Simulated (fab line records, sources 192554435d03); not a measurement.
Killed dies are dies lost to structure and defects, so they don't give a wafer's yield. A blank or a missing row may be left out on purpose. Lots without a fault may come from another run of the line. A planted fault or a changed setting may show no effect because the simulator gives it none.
fab line records | flow n5_finfet
record lots=24 wafers=72 last_day=18
route steps=1938 shown BEOL_M9@1458 BEOL_M10@1471
lots that met no fault: from a run of the same line without faults
start_h: hours from the record's first day to the start of the lot's first wafer shown | wait_h: hours since the lot's step before | " the same as in the row above | L1.1+2: a row that stands for several wafers | - no value, or no start given | * or withheld: withheld | < > ~ a bound
route shown NAME@n: a module of which the file shows steps, and the number in the route of the first | usual: mean/standard deviation of fault-free wafers | same: alike in all rows | chamber/n: place in a boat | sites: the reading at each site | _std_site: their standard deviation | _edge_site: outer sites' mean less inner sites' | radius_mm: how far each site lies from the wafer's centre | mask NAME#n: copy n | behind: the tool/chamber that last shaped the wafer | hold: why the lot was held/for how many hours/how that ended | device: the transistor (n, p or np) that didn't switch | end of line: the same wafers' tests at the end of the route | a step without rows: its recipe alone | killed: dies lost to structure and defects at the first sort, not the wafer's yield | map: a wafer's dies, x killed, . not, _ none there
set.NAME: the setting as run; set.NAME@STEP: as run at that earlier step | model.NAME: the simulator's own value behind a step, which no gauge read
steps of the route over a sample of lots; a table a step, a row a wafer
services: from which hour (start_h, from the record's first day; less than 0 if before it) a tool's chamber was out of use, for how many hours, and why
## steps
# step N5_BEOL_M9_ALD_74
# recipe material=TaN target_thk_a=20 temp_c=275 ald_precursor_family=PDMAT ald_co_reactant=NH3 pressure_torr=3 carrier_flow_sccm=1500 pulse_time_s=2 purge_time_s=3 co_reactant_purge_time_s=2 co_reactant_pulse_time_s=3 ald_cycles=40 precursor_vessel_temp_c=75 precursor_vessel_pressure_torr=26.25 precursor_vessel_carrier_sccm=1000
# usual heater_power_w=433/54 mfc_carrier_sccm=1500/4.2 precursor_vessel_carrier_sccm=1000.3/3 precursor_vessel_pressure_torr=26.26/0.05 precursor_vessel_temp_c=75.00/0.11
# columns lot.wafer tool chamber start_h wait_h heater_power_w mfc_carrier_sccm precursor_vessel_carrier_sccm precursor_vessel_pressure_torr precursor_vessel_temp_c since_wet_clean_h
L074.1 ald_metal-01 3 226.65 0.0 478 1502 997.0 26.25 74.92 6043
L074.2 " 0 " " 408 1504 1000.1 26.28 75.05 6043
L074.3 " 1 " " 519 1495 1006.1 26.18 74.93 6043
L075.1 ald_metal-03 0 239.58 0.1 335 1493 997.1 26.27 75.01 2979
L075.5 " 0 " " 345 1495 1002.8 26.27 75.03 -
L075.6 " 1 " " 468 1499 995.1 26.25 75.13 -
L077.1 ald_metal-01 1 243.19 0.1 525 1496 1000.4 26.28 75.11 6060
L077.5 " 1 " " 522 1504 1001.5 26.30 75.13 -
L077.6 " 2 " " 478 1510 1003.2 26.22 74.93 -
L076.1 ald_metal-01 1 250.40 0.0 527 1498 1002.6 26.20 74.98 6067
L076.3 " 0 " " 400 1499 1001.3 26.39 75.02 6067
L076.4 " 3 " " 472 1500 998.7 26.25 74.98 6067
L078.3 ald_metal-03 3 254.24 0.1 460 1494 1005.7 26.27 75.01 2994
L078.4 " 0 " " 342 1503 1002.5 26.25 74.97 2994
L078.6 " 1 " " 466 1496 1001.7 26.21 75.12 -
L080.1 ald_metal-01 0 256.94 0.0 405 1497 1006.7 26.17 75.21 6074
L080.3 " 2 " " 467 1495 998.0 26.26 75.15 6074
L080.5 " 0 " " 403 1497 1001.8 26.23 75.01 -
L079.2 ald_metal-03 1 261.56 0.0 482 1496 997.7 26.21 74.97 3001
L079.3 " 2 " " 399 1503 999.4 26.19 75.00 3001
L079.4 " 3 " " 439 1501 998.7 26.27 74.89 3001
L081.1 ald_metal-01 1 273.31 0.0 532 1504 999.0 26.30 75.16 6090
L081.4 " 2 " " 475 1492 995.5 26.13 74.89 6090
L081.6 " 2 " " 478 1495 1000.6 26.23 74.90 -
L083.2 ald_metal-03 2 282.28 0.1 393 1497 999.8 26.31 75.05 3022
L083.5 " 1 " " 488 1503 999.3 26.22 74.90 -
L083.6 " 0 " " 339 1495 999.5 26.29 74.83 -
L082.1 ald_metal-01 3 283.52 0.0 493 1495 995.0 26.25 74.99 6100
L082.4 " 2 " " 483 1497 1002.3 26.30 75.02 6100
L082.5 " 0 " " 420 1499 1001.3 26.14 75.14 -
L084.1 ald_metal-01 0 297.70 0.0 407 1501 999.4 26.29 75.08 6115
L084.4 " 3 " " 481 1499 998.5 26.29 75.07 6115
L084.5 " 0 " " 408 1501 1000.7 26.32 75.01 -
L085.1 ald_metal-03 3 306.58 0.0 449 1501 999.7 26.33 75.18 3046
L085.4 " 0 " " 340 1500 999.9 26.21 74.96 3046
L085.6 " 2 " " 397 1500 1002.5 26.24 74.97 -
L086.1 ald_metal-04 0 307.11 0.1 375 1496 997.7 26.27 75.00 4585
L086.4 " 2 " " 365 1504 1004.6 26.31 75.14 4585
L086.5 " 3 " " 429 1510 998.3 26.24 75.12 -
L087.3 ald_metal-01 0 310.56 0.1 414 1504 997.4 26.19 74.81 6127
L087.4 " 1 " " 528 1499 996.7 26.26 74.80 6127
L087.6 " 0 " " 405 1500 992.8 26.21 75.07 -
L089.1 ald_metal-04 2 311.91 0.0 372 1498 995.1 26.29 74.96 4590
L089.2 " 3 " " 426 1504 1001.1 26.31 75.08 4590
L089.4 " 0 " " 376 1499 1001.7 26.24 75.14 4590
L088.1 ald_metal-04 2 322.50 0.2 359 1501 996.9 26.30 74.84 4601
L088.2 " 0 " " 376 1497 1002.3 26.26 74.99 4601
L088.6 " 2 " " 361 1504 995.5 26.34 74.78 -
L090.1 ald_metal-04 3 330.48 0.1 413 1500 998.9 26.29 75.16 4609
L090.2 " 0 " " 372 1496 1002.5 26.21 75.03 4609
L090.3 " 2 " " 365 1504 1003.1 26.20 75.08 4609
L092.1 ald_metal-01 1 336.08 0.0 534 1507 1002.4 26.34 74.86 6153
L092.2 " 2 " " 486 1502 1002.6 26.28 74.91 6153
L092.3 " 3 " " 486 1500 999.9 26.24 75.07 6153
L091.1 ald_metal-04 2 336.19 0.0 356 1499 1006.4 26.29 75.24 4615
L091.4 " 0 " " 386 1502 1000.0 26.30 75.12 -
L091.6 " 2 " " 369 1504 1003.1 26.26 74.98 -
L094.1 ald_metal-04 0 347.89 0.0 379 1500 1000.2 26.24 75.04 4626
L094.4 " 0 " " 381 1496 995.9 26.19 74.88 -
L094.6 " 2 " " 362 1505 1005.9 26.28 74.95 -
L095.2 ald_metal-03 2 354.97 0.1 401 1498 1000.7 26.24 75.00 3095
L095.3 " 1 " " 484 1495 1000.0 26.38 75.06 3095
L095.6 " 2 " " 403 1507 1002.2 26.24 74.87 -
L093.3 ald_metal-04 3 357.35 0.0 409 1511 997.9 26.28 74.92 4636
L093.4 " 2 " " 354 1494 999.3 26.16 75.20 4636
L093.6 " 1 " " 460 1493 1002.6 26.19 74.98 -
L096.1 ald_metal-03 3 361.10 0.0 452 1498 997.7 26.23 74.96 3101
L096.2 " 1 " " 477 1506 995.7 26.23 74.79 3101
L096.5 " 3 " " 457 1498 1000.3 26.30 75.05 -
L097.1 ald_metal-01 2 364.50 0.1 453 1497 1008.1 26.35 74.86 13
L097.4 " 3 " " 448 1497 1000.1 26.22 75.02 13
L097.6 " 2 " " 462 1501 1002.9 26.23 74.85 -
# step N5_BEOL_M9_SURFACE_TREAT_79
# recipe gas=Ar time_s=* ion_energy_ev=* ion_current_ma_cm2=0.5 pressure_mtorr=* ar_flow_sccm=30
# usual ar_flow_sccm=30.00/0.084 throttle_valve_pct=*
# columns lot.wafer tool chamber start_h wait_h ar_flow_sccm throttle_valve_pct
L074.1 pvd_sputter-03 - 228.46 1.7 29.87 *
L074.2 " - " " 30.06 *
L074.3 " - " " 29.95 *
L075.1 pvd_sputter-02 - 239.89 0.2 30.15 *
L075.5 " - " " 29.97 *
L075.6 " - " " 30.17 *
L077.1 pvd_sputter-01 - 243.50 0.2 30.06 *
L077.5 " - " " 30.06 *
L077.6 " - " " 29.99 *
L076.1 pvd_sputter-02 - 250.68 0.2 30.02 *
L076.3 " - " " 30.04 *
L076.4 " - " " 30.02 *
L078.3 pvd_sputter-01 - 254.54 0.2 29.90 *
L078.4 " - " " 30.12 *
L078.6 " - " " 30.06 *
L080.1 pvd_sputter-02 - 257.22 0.2 29.95 *
L080.3 " - " " 30.11 *
L080.5 " - " " 29.93 *
L079.2 pvd_sputter-02 - 261.86 0.2 30.00 *
L079.3 " - " " 29.91 *
L079.4 " - " " 29.91 *
L081.1 pvd_sputter-03 - 273.64 0.2 30.08 *
L081.4 " - " " 30.00 *
L081.6 " - " " 29.95 *
L083.2 pvd_sputter-02 - 282.62 0.2 29.94 *
L083.5 " - " " 30.12 *
L083.6 " - " " 29.92 *
L082.1 pvd_sputter-02 - 283.84 0.2 29.99 *
L082.4 " - " " 30.08 *
L082.5 " - " " 30.05 *
L084.1 pvd_sputter-02 - 298.12 0.3 30.00 *
L084.4 " - " " 29.87 *
L084.5 " - " " 29.82 *
L085.1 pvd_sputter-03 - 306.88 0.2 30.07 *
L085.4 " - " " 30.04 *
L085.6 " - " " 29.86 *
L086.1 pvd_sputter-03 - 307.68 0.4 30.04 *
L086.4 " - " " 29.99 *
L086.5 " - " " 29.96 *
L087.3 pvd_sputter-02 - 311.21 0.5 29.98 *
L087.4 " - " " 29.74 *
L087.6 " - " " 30.09 *
L089.1 pvd_sputter-01 - 312.27 0.2 30.00 *
L089.2 " - " " 29.89 *
L089.4 " - " " 30.07 *
L088.1 pvd_sputter-02 - 322.81 0.2 29.97 *
L088.2 " - " " 30.01 *
L088.6 " - " " 29.97 *
L090.1 pvd_sputter-01 - 330.80 0.2 29.91 *
L090.2 " - " " 29.92 *
L090.3 " - " " 29.97 *
L092.1 pvd_sputter-03 - 336.40 0.2 30.12 *
L092.2 " - " " 29.95 *
L092.3 " - " " 29.97 *
L091.1 pvd_sputter-03 - 336.52 0.2 29.87 *
L091.4 " - " " 30.00 *
L091.6 " - " " 30.12 *
L094.1 pvd_sputter-03 - 348.19 0.2 29.97 *
L094.4 " - " " 29.96 *
L094.6 " - " " 29.88 *
L095.2 pvd_sputter-03 - 355.52 0.4 30.05 *
L095.3 " - " " 29.92 *
L095.6 " - " " 30.12 *
L093.3 pvd_sputter-02 - 357.88 0.4 30.04 *
L093.4 " - " " 30.05 *
L093.6 " - " " 29.97 *
L096.1 pvd_sputter-03 - 361.53 0.3 29.95 *
L096.2 " - " " 30.04 *
L096.5 " - " " 30.04 *
L097.1 pvd_sputter-01 - 364.80 0.2 29.93 *
L097.4 " - " " 30.08 *
L097.6 " - " " 30.11 *
# step N5_BEOL_M10_CURE_71
# recipe temp_c=385 time_s=240 ambient=He/Ar material=SiCOH_lowk
# usual lamp_power_pct=52.31/0.055 wafer_temp_C_max=386.8/0.56
# columns lot.wafer tool chamber start_h wait_h lamp_power_pct wafer_temp_C_max
L074.1 uv_cure-01 0 230.22 0.1 52.27 387.2
L074.2 " 0 " " 52.42 386.5
L074.3 " 0 " " 52.27 386.5
L075.1 uv_cure-03 1 241.58 0.0 52.25 386.8
L075.5 " 1 " " 52.31 387.3
L075.6 " 1 " " 52.30 387.6
L077.1 uv_cure-01 2 244.85 0.0 52.45 386.5
L077.5 " 2 " " 52.43 386.4
L077.6 " 2 " " 52.29 386.7
L076.1 uv_cure-01 1 252.07 0.0 52.26 385.7
L076.3 " 1 " " 52.25 386.3
L076.4 " 1 " " 52.38 386.1
L078.3 uv_cure-02 2 257.47 0.2 52.21 386.0
L078.4 " 2 " " 52.27 386.8
L078.6 " 2 " " 52.42 386.7
L080.1 uv_cure-01 0 259.09 0.0 52.36 386.6
L080.3 " 0 " " 52.33 386.1
L080.5 " 0 " " 52.29 386.8
L079.2 uv_cure-01 2 263.71 0.1 52.40 387.0
L079.3 " 2 " " 52.31 386.4
L079.4 " 2 " " 52.31 386.3
L081.1 uv_cure-03 1 275.64 0.3 52.28 387.9
L081.4 " 1 " " 52.31 388.0
L081.6 " 1 " " 52.32 388.4
L083.2 uv_cure-03 0 284.21 0.3 52.31 386.8
L083.5 " 0 " " 52.33 386.9
L083.6 " 0 " " 52.33 386.5
L082.1 uv_cure-03 0 286.05 0.5 52.31 386.9
L082.4 " 0 " " 52.27 386.5
L082.5 " 0 " " 52.30 386.5
L084.1 uv_cure-01 0 299.43 0.0 52.27 386.3
L084.4 " 0 " " 52.28 386.1
L084.5 " 0 " " 52.29 386.7
L085.1 uv_cure-03 0 308.27 0.0 52.37 387.0
L085.4 " 0 " " 52.33 386.6
L085.6 " 0 " " 52.35 386.6
L086.1 uv_cure-02 0 309.92 0.0 52.39 386.8
L086.4 " 0 " " 52.38 385.6
L086.5 " 0 " " 52.32 386.6
L087.3 uv_cure-02 1 312.99 0.2 52.22 387.3
L087.4 " 1 " " 52.40 388.7
L087.6 " 1 " " 52.32 387.4
L089.1 uv_cure-01 2 313.57 0.0 52.25 386.6
L089.2 " 2 " " 52.25 387.0
L089.4 " 2 " " 52.26 386.7
L088.1 uv_cure-02 0 324.30 0.0 52.30 386.2
L088.2 " 0 " " 52.31 386.7
L088.6 " 0 " " 52.34 386.7
L090.1 uv_cure-03 0 332.35 0.1 52.31 385.9
L090.2 " 0 " " 52.34 386.7
L090.3 " 0 " " 52.36 387.2
L092.1 uv_cure-03 2 337.95 0.0 52.29 387.1
L092.2 " 2 " " 52.35 386.7
L092.3 " 2 " " 52.27 386.8
L091.1 uv_cure-02 1 338.50 0.0 52.25 386.9
L091.4 " 1 " " 52.27 387.7
L091.6 " 1 " " 52.32 387.8
L094.1 uv_cure-02 1 349.51 0.0 52.27 387.1
L094.4 " 1 " " 52.35 386.8
L094.6 " 1 " " 52.35 386.7
L095.2 uv_cure-01 1 357.06 0.2 52.25 385.7
L095.3 " 1 " " 52.27 386.2
L095.6 " 1 " " 52.35 386.1
L093.3 uv_cure-01 0 359.45 0.2 52.36 387.0
L093.4 " 0 " " 52.26 387.0
L093.6 " 0 " " 52.32 387.3
L096.1 uv_cure-02 0 362.85 0.0 52.27 386.2
L096.2 " 0 " " 52.24 387.4
L096.5 " 0 " " 52.31 386.7
L097.1 uv_cure-02 1 366.13 0.0 52.35 387.8
L097.4 " 1 " " 52.33 388.6
L097.6 " 1 " " 52.28 387.1
# step N5_BEOL_M10_HM_OPEN_17
# recipe chemistry=Cl2/BCl3 target_depth_a=200 overetch_a=60 target=TiN mask_material=SOC ion_energy_ev=150 pressure_mtorr=10 icp_w=1000 bias_w=126 Cl2_flow_sccm=53.25 bcl3_flow_sccm=21.75 Ar_flow_sccm=25
# usual bias_w=126.0/0.35 drypump_motor_current_A=5.8/0.37 oes_product_au=0.67/0.09 throttle_valve_pct=22.17/0.17
# columns lot.wafer tool chamber start_h wait_h bias_w drypump_motor_current_A oes_product_au rf_hours_counter_h throttle_valve_pct
L074.1 rie_metal-02 1 232.13 0.0 126.0 5.7 0.81 6 22.16
L074.2 " 0 " " 126.3 5.3 0.63 53 22.41
L074.3 " 1 " " 125.7 5.7 0.79 - 22.15
L075.1 rie_metal-01 1 243.87 0.0 125.8 6.2 0.53 111 22.11
L075.5 " 0 " " 126.0 6.1 0.75 - 22.00
L075.6 " 1 " " 126.2 6.2 0.53 - 22.09
L077.1 rie_metal-02 0 249.47 0.0 125.4 5.3 0.62 54 22.43
L077.5 " 1 " " 125.9 5.7 0.79 - 22.17
L077.6 " 0 " " 125.2 5.3 0.62 - 22.41
L076.1 rie_metal-01 0 255.45 0.0 125.8 6.1 0.75 12 22.00
L076.3 " 1 " " 125.7 6.2 0.53 - 22.11
L076.4 " 0 " " 125.9 6.1 0.75 - 22.00
L078.3 rie_metal-01 0 260.49 0.1 126.6 6.1 0.74 - 21.98
L078.4 " 1 " " 126.0 6.2 0.55 - 22.09
L078.6 " 0 " " 126.4 6.1 0.74 - 22.00
L080.1 rie_metal-01 1 261.75 0.0 125.9 6.2 0.53 113 22.12
L080.3 " 1 " " 125.6 6.2 0.53 - 22.11
L080.5 " 0 " " 126.0 6.1 0.73 - 22.01
L079.2 rie_metal-02 0 266.56 0.0 125.3 5.3 0.62 56 22.43
L079.3 " 0 " " 125.7 5.3 0.62 - 22.42
L079.4 " 1 " " 126.6 5.7 0.78 - 22.17
L081.1 rie_metal-03 1 278.70 0.0 126.1 5.6 0.74 13 22.06
L081.4 " 1 " " 125.8 5.6 0.74 - 22.06
L081.6 " 0 " " 126.9 5.5 0.64 - 22.32
L083.2 rie_metal-02 0 287.39 0.0 125.8 5.3 0.62 58 22.43
L083.5 " 0 " " 126.0 5.3 0.62 - 22.42
L083.6 " 1 " " 125.9 5.7 0.77 - 22.17
L082.1 rie_metal-02 0 287.99 0.1 125.8 5.3 0.62 58 22.43
L082.4 " 1 " " 126.1 5.7 0.78 - 22.18
L082.5 " 1 " " 125.7 5.7 0.77 - 22.15
L084.1 rie_metal-02 0 303.82 0.2 126.7 5.3 0.61 60 22.42
L084.4 " 1 " " 125.5 5.7 0.77 - 22.17
L084.5 " 1 " " 125.5 5.7 0.76 - 22.18
L085.1 rie_metal-02 0 311.46 0.0 126.3 5.3 0.61 61 22.44
L085.4 " 0 " " 126.0 5.3 0.60 - 22.45
L085.6 " 0 " " 126.1 5.3 0.60 - 22.45
L086.1 rie_metal-01 0 312.29 0.0 126.3 6.1 0.73 16 22.01
L086.4 " 0 " " 126.1 6.1 0.74 - 22.01
L086.5 " 1 " " 126.4 6.3 0.53 - 22.10
L087.3 rie_metal-01 0 316.85 0.1 125.7 6.1 0.73 - 21.99
L087.4 " 1 " " 125.5 6.2 0.52 - 22.10
L087.6 " 0 " " 126.1 6.2 0.72 - 22.01
L089.1 rie_metal-01 1 317.55 0.0 125.9 6.3 0.53 117 22.10
L089.2 " 0 " " 125.6 6.1 0.72 17 22.02
L089.4 " 0 " " 125.4 6.1 0.72 - 22.02
L088.1 rie_metal-01 0 326.11 0.0 126.7 6.1 0.72 18 22.02
L088.2 " 1 " " 126.0 6.2 0.52 118 22.12
L088.6 " 0 " " 126.3 6.1 0.72 - 22.02
L090.1 rie_metal-02 1 335.65 0.0 126.1 5.7 0.76 15 22.18
L090.2 " 0 " " 125.8 5.3 0.60 64 22.44
L090.3 " 1 " " 125.6 5.7 0.76 - 22.18
L092.1 rie_metal-01 0 340.16 0.0 126.1 6.2 0.72 20 22.02
L092.2 " 0 " " 125.5 6.1 0.71 - 22.01
L092.3 " 0 " " 125.6 6.2 0.72 - 22.02
L091.1 rie_metal-03 1 340.79 0.0 126.1 5.6 0.71 20 22.08
L091.4 " 0 " " 127.1 5.4 0.63 - 22.34
L091.6 " 1 " " 126.4 5.6 0.71 - 22.05
L094.1 rie_metal-02 1 352.03 0.0 125.7 5.7 0.74 17 22.20
L094.4 " 1 " " 126.1 5.7 0.74 - 22.18
L094.6 " 0 " " 126.5 5.3 0.59 - 22.46
L095.2 rie_metal-01 0 361.04 0.0 125.4 6.1 0.71 23 22.01
L095.3 " 0 " " 125.8 6.1 0.70 - 22.01
L095.6 " 0 " " 125.7 6.1 0.71 - 22.01
L093.3 rie_metal-03 0 361.42 0.1 126.7 5.5 0.64 - 22.33
L093.4 " 1 " " 125.6 5.6 0.70 - 22.06
L093.6 " 1 " " 125.8 5.6 0.70 - 22.07
L096.1 rie_metal-01 0 366.03 0.0 125.8 6.1 0.71 23 22.03
L096.2 " 1 " " 126.3 6.2 0.81 2 21.89
L096.5 " 1 " " 126.1 6.2 0.81 - 21.89
L097.1 rie_metal-02 1 368.29 0.0 125.4 5.7 0.74 19 22.17
L097.4 " 0 " " 125.8 5.3 0.60 - 22.46
L097.6 " 1 " " 125.9 5.7 0.74 - 22.19
# step N5_BEOL_M10_CD_MEAS_18
# recipe pitch_nm=140 target_cd_nm=70
# usual cd_nm=70.1/0.5
# columns lot.wafer tool chamber start_h wait_h cd_nm
L074.1 cd_sem-03 - 232.35 0.0 69.9
L074.2 " - " " 69.4
L074.3 " - " " 69.4
L075.1 cd_sem-03 - 244.12 0.0 69.9
L075.5 " - " " 70.0
L075.6 " - " " 70.0
L077.1 cd_sem-01 - 249.73 0.0 71.2
L077.5 " - " " 70.6
L077.6 " - " " 70.2
L076.1 cd_sem-02 - 255.67 0.1 70.4
L076.3 " - " " 70.7
L076.4 " - " " 70.2
L078.3 cd_sem-01 - 260.64 0.1 69.9
L078.4 " - " " 69.7
L078.6 " - " " 69.2
L080.1 cd_sem-01 - 261.93 0.0 70.3
L080.3 " - " " 70.2
L080.5 " - " " 69.9
L079.2 cd_sem-03 - 266.93 0.1 70.5
L079.3 " - " " 70.2
L079.4 " - " " 70.3
L081.1 cd_sem-03 - 278.88 0.0 70.1
L081.4 " - " " 69.8
L081.6 " - " " 69.7
L083.2 cd_sem-02 - 287.68 0.1 70.4
L083.5 " - " " 70.5
L083.6 " - " " 70.9
L082.1 cd_sem-01 - 288.17 0.0 70.8
L082.4 " - " " 70.6
L082.5 " - " " 70.8
L084.1 cd_sem-02 - 304.05 0.0 69.3
L084.4 " - " " 69.8
L084.5 " - " " 69.8
L085.1 cd_sem-03 - 311.73 0.0 69.4
L085.4 " - " " 69.7
L085.6 " - " " 70.3
L086.1 cd_sem-02 - 312.47 0.0 69.7
L086.4 " - " " 69.3
L086.5 " - " " 69.8
L087.3 cd_sem-03 - 317.06 0.1 69.9
L087.4 " - " " 69.6
L087.6 " - " " 69.4
L089.1 cd_sem-02 - 317.73 0.0 69.8
L089.2 " - " " 70.2
L089.4 " - " " 69.8
L088.1 cd_sem-02 - 326.29 0.0 71.1
L088.2 " - " " 70.7
L088.6 " - " " 70.7
L090.1 cd_sem-03 - 335.93 0.0 70.0
L090.2 " - " " 70.2
L090.3 " - " " 69.9
L092.1 cd_sem-01 - 340.56 0.0 70.3
L092.2 " - " " 70.1
L092.3 " - " " 69.6
L091.1 cd_sem-01 - 341.00 0.0 70.3
L091.4 " - " " 70.6
L091.6 " - " " 69.7
L094.1 cd_sem-01 - 352.21 0.0 70.6
L094.4 " - " " 70.1
L094.6 " - " " 69.9
L095.2 cd_sem-03 - 361.22 0.1 70.0
L095.3 " - " " 70.4
L095.6 " - " " 70.3
L093.3 cd_sem-01 - 361.62 0.1 68.9
L093.4 " - " " 70.0
L093.6 " - " " 70.0
L096.1 cd_sem-03 - 366.24 0.0 69.4
L096.2 " - " " 69.8
L096.5 " - " " 69.5
L097.1 cd_sem-02 - 368.47 0.0 69.9
L097.4 " - " " 69.8
L097.6 " - " " 70.4
# step N5_BEOL_M10_SURFACE_TREAT_76
# recipe gas=Ar time_s=* ion_energy_ev=* ion_current_ma_cm2=0.5 pressure_mtorr=* ar_flow_sccm=30
# usual ar_flow_sccm=30.00/0.086 throttle_valve_pct=*
# columns lot.wafer tool chamber start_h wait_h ar_flow_sccm throttle_valve_pct
L074.1 pvd_sputter-02 - 236.97 0.2 30.00 *
L074.2 " - " " 29.95 *
L074.3 " - " " 30.10 *
L075.1 pvd_sputter-02 - 250.26 0.2 30.01 *
L075.5 " - " " 30.18 *
L075.6 " - " " 29.93 *
L077.1 pvd_sputter-01 - 253.66 0.2 29.92 *
L077.5 " - " " 30.10 *
L077.6 " - " " 29.86 *
L076.1 pvd_sputter-03 - 257.56 0.2 30.13 *
L076.3 " - " " 30.12 *
L076.4 " - " " 29.91 *
L078.3 pvd_sputter-01 - 262.45 0.2 30.03 *
L078.4 " - " " 30.01 *
L078.6 " - " " 29.88 *
L080.1 pvd_sputter-03 - 266.54 0.2 29.95 *
L080.3 " - " " 30.02 *
L080.5 " - " " 30.11 *
L079.2 pvd_sputter-01 - 272.03 0.2 29.84 *
L079.3 " - " " 29.91 *
L079.4 " - " " 30.07 *
L081.1 pvd_sputter-03 - 283.99 0.3 29.97 *
L081.4 " - " " 30.00 *
L081.6 " - " " 29.94 *
L083.2 pvd_sputter-03 - 290.44 0.3 30.01 *
L083.5 " - " " 29.94 *
L083.6 " - " " 29.85 *
L082.1 pvd_sputter-03 - 291.83 0.3 30.09 *
L082.4 " - " " 29.87 *
L082.5 " - " " 29.86 *
L084.1 pvd_sputter-03 - 308.24 0.5 29.95 *
L084.4 " - " " 30.01 *
L084.5 " - " " 30.04 *
L085.1 pvd_sputter-03 - 315.58 1.7 29.91 *
L085.4 " - " " 30.03 *
L085.6 " - " " 29.98 *
L086.1 pvd_sputter-03 - 316.48 0.2 30.02 *
L086.4 " - " " 30.15 *
L086.5 " - " " 29.89 *
L089.1 pvd_sputter-03 - 323.04 0.3 29.85 *
L089.2 " - " " 30.08 *
L089.4 " - " " 29.88 *
L087.3 pvd_sputter-02 - 323.29 0.4 29.96 *
L087.4 " - " " 30.18 *
L087.6 " - " " 30.13 *
L088.1 pvd_sputter-02 - 329.75 0.2 30.15 *
L088.2 " - " " 29.99 *
L088.6 " - " " 29.99 *
L090.1 pvd_sputter-02 - 339.65 0.2 29.93 *
L090.2 " - " " 30.08 *
L090.3 " - " " 30.06 *
L092.1 pvd_sputter-02 - 343.39 0.2 30.05 *
L092.2 " - " " 30.13 *
L092.3 " - " " 29.97 *
L091.1 pvd_sputter-01 - 344.07 0.2 29.99 *
L091.4 " - " " 30.12 *
L091.6 " - " " 30.09 *
L094.1 pvd_sputter-02 - 354.80 0.3 30.04 *
L094.4 " - " " 30.03 *
L094.6 " - " " 30.09 *
L093.3 pvd_sputter-01 - 366.16 0.2 30.06 *
L093.4 " - " " 30.01 *
L093.6 " - " " 30.12 *
L095.2 pvd_sputter-03 - 366.34 0.2 30.00 *
L095.3 " - " " 29.91 *
L095.6 " - " " 29.84 *
L096.1 pvd_sputter-03 - 371.12 0.2 30.11 *
L096.2 " - " " 30.07 *
L096.5 " - " " 29.96 *
L097.1 pvd_sputter-02 - 371.42 0.2 30.00 *
L097.4 " - " " 30.05 *
L097.6 " - " " 29.96 *
## services
# columns tool chamber start_h hours kind
ald_metal-03 - 210.19 8.7 pm
rie_metal-02 - 224.83 1.2 repair
rie_metal-03 - 225.57 28.1 pm
uv_cure-02 - 226.67 3.9 repair
rie_metal-02 - 239.47 1.7 repair
uv_cure-02 - 260.12 44.8 repair
pvd_sputter-03 - 271.86 1.3 repair
uv_cure-01 - 273.69 22.2 pm
ald_metal-03 2 290.71 5.9 repair
rie_metal-01 - 292.87 14.6 pm
ald_metal-03 - 298.34 1.1 repair
ald_metal-04 - 299.33 2.0 repair
rie_metal-03 - 303.59 1.4 pm
ald_metal-01 2 304.44 2.0 repair
rie_metal-03 0 309.96 21.4 repair
rie_metal-02 1 310.40 10.4 repair
ald_metal-04 1 317.24 30.8 repair
uv_cure-01 - 328.31 0.6 repair
rie_metal-01 1 329.06 - clean
ald_metal-04 - 330.74 2.8 pm
ald_metal-01 - 337.25 14.0 pm
ald_metal-01 0 337.25 14.0 vent_cycle
ald_metal-01 1 337.25 14.0 vent_cycle
uv_cure-02 - 366.88 1.0 pm
## key
fault none
